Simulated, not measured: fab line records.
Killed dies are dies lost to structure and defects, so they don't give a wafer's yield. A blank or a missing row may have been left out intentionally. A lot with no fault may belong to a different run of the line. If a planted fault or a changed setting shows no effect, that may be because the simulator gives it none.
Chamber matching	flow n5 finfet	3 sister chambers for N5_BEOL_M1_ILD_DEP_00 on pecvd-04
The step deposits SiOC from DEMS/O2, target thk 79 nm, time 15.3 s. 18 wafers are shown with their chamber, then 9 later ones without.

## WAFERS PAIRED WITH THEIR CHAMBERS
wafer	chamber	throttle valve pct (%)	showerhead plenum p Torr (Torr)	heater power w (W)
L075.1	1	11.5	5.685	508
L075.2	2	11.5	5.679	611
L075.3	0	11.9	5.703	574
L076.1	2	11.5	5.669	550
L076.2	0	12.1	5.699	533
L076.5	0	12.0	5.712	548
L077.3	1	11.7	5.700	557
L077.4	0	12.3	5.691	549
L077.6	1	11.3	5.687	556
L081.1	1	11.6	5.679	535
L081.2	0	12.1	5.685	492
L081.6	2	11.6	5.672	612
L083.3	2	11.6	5.677	640
L083.4	0	12.1	5.713	559
L083.5	1	11.3	5.684	626
L086.2	1	11.5	5.684	634
L086.3	0	12.4	5.691	479
L086.6	2	11.7	5.668	634

SIGNATURES (means of the wafers above)
reading	chamber 0	chamber 1	chamber 2	scatter within a chamber
throttle valve pct	12.129	11.483	11.580	0.148
showerhead plenum p Torr	5.69914	5.68650	5.67300	0.00838
heater power w	533.43	569.33	609.40	41
Rule: for a wafer and a chamber, the distance is found by dividing, reading by reading, the gap between the wafer's reading and the chamber's mean by the reading's scatter, squaring, summing and taking the root. If the next closest chamber is less than 2 further off than the closest, the wafer can't be placed; otherwise it belongs to the closest. The scatter: take each reading less its chamber's mean, square it, sum over the shown wafers, divide by the number of wafers less the number of chambers, and take the root.

## WAFERS WITH NO CHAMBER GIVEN
wafer	throttle valve pct (%)	showerhead plenum p Torr (Torr)	heater power w (W)
L088.1	12.0	5.704	542
L088.4	12.0	5.690	549
L088.5	11.7	5.673	596
L090.2	11.5	5.688	599
L090.3	11.7	5.682	652
L090.5	12.3	5.690	489
L096.1	11.2	5.671	588
L096.2	11.5	5.696	528
L096.4	12.4	5.695	471

## CHAMBER TAKEN BY EACH
wafer	from the rows above	in truth
L088.1	0	0
L088.4	0	0
L088.5	can't be placed: 2 or 1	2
L090.2	can't be placed: 1 or 2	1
L090.3	can't be placed: 2 or 1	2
L090.5	0	0
L096.1	can't be placed: 2 or 1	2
L096.2	can't be placed: 1 or 2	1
L096.4	0	0
4 of 9 placed correctly. Unplaceable from these rows: 5, with the true chamber sitting among the candidates in 5. Placed wrongly: 0.
